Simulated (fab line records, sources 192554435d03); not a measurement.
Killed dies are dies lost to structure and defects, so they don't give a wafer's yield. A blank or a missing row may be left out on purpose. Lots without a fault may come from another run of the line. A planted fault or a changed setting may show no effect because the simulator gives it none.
One fault seen from 2 desks | flow n5_finfet | each desk has only its own numbers; what lay behind them comes last

THE METROLOGY DESK
What the gauges read, lot by lot, whatever tool the lot ran on: means of the sampled wafers that have a number. A lot is out of limits, marked OUT, if its mean lies more than 4 standard deviations from the usual mean; the brackets give that distance. Of its 10 readings 7 are shown: those that lie furthest out on some lot.
Columns: A = IOFF_N at N5_BEOL_M4_RC_MEAS_101, usual 0.16 nA/um; B = IOFF_P at N5_BEOL_M4_RC_MEAS_101, usual 0.22 nA/um; C = ION_N at N5_BEOL_M4_RC_MEAS_101, usual 675 uA/um; D = ION_P at N5_BEOL_M4_RC_MEAS_101, usual 463 uA/um; E = SS_P at N5_BEOL_M4_RC_MEAS_101, usual 73.4 mV/dec; F = VT_N at N5_BEOL_M4_RC_MEAS_101, usual 250 mV; G = VT_P at N5_BEOL_M4_RC_MEAS_101, usual -250 mV
lot  | first seen here | A    | B    | C   | D   | E    | F   | G
L215 | day 10 14:47    | 0.20 | 0.25 | 690 | 474 | 73.8 | 248 | -248
L216 | day 11 08:16    | 0.14 | 0.21 | 685 | 474 | 72.5 | 252 | -248
L217 | day 11 16:31    | 0.14 | 0.17 | 678 | 463 | 73.0 | 254 | -255
L218 | day 11 17:09    | 0.15 | 0.18 | 681 | 463 | 73.0 | 251 | -256
This desk's finding: nothing out of limits on any of the 4 lots.

THE TOOL OWNER'S DESK: ald_sin-03
The tool's own readings at N5_SDB_ALD_29 (deposits SiNx, target thk 30 nm, pulse time 1 s, ald cycles 600): means of the sampled wafers that have a number, for each lot that ran on this tool. A lot is out of limits, marked OUT, if its mean lies more than 4 standard deviations from the usual mean; the brackets give that distance.
Columns: A = heater_power_w at N5_SDB_ALD_29, usual 840 W; B = precursor_pulse_height_rel at N5_SDB_ALD_29, usual 1.001
lot  | first seen here | A   | B
L215 | day 6 14:25     | 793 | 0.993
L216 | day 6 22:56     | 836 | 1.012
L217 | day 7 04:02     | 853 | 0.989
This desk's finding: nothing out of limits on any of the 3 lots.

PUT TOGETHER
The metrology desk saw nothing out of limits.
The tool owner's desk saw nothing out of limits.

WHAT THE SIMULATOR HAD PUT IN
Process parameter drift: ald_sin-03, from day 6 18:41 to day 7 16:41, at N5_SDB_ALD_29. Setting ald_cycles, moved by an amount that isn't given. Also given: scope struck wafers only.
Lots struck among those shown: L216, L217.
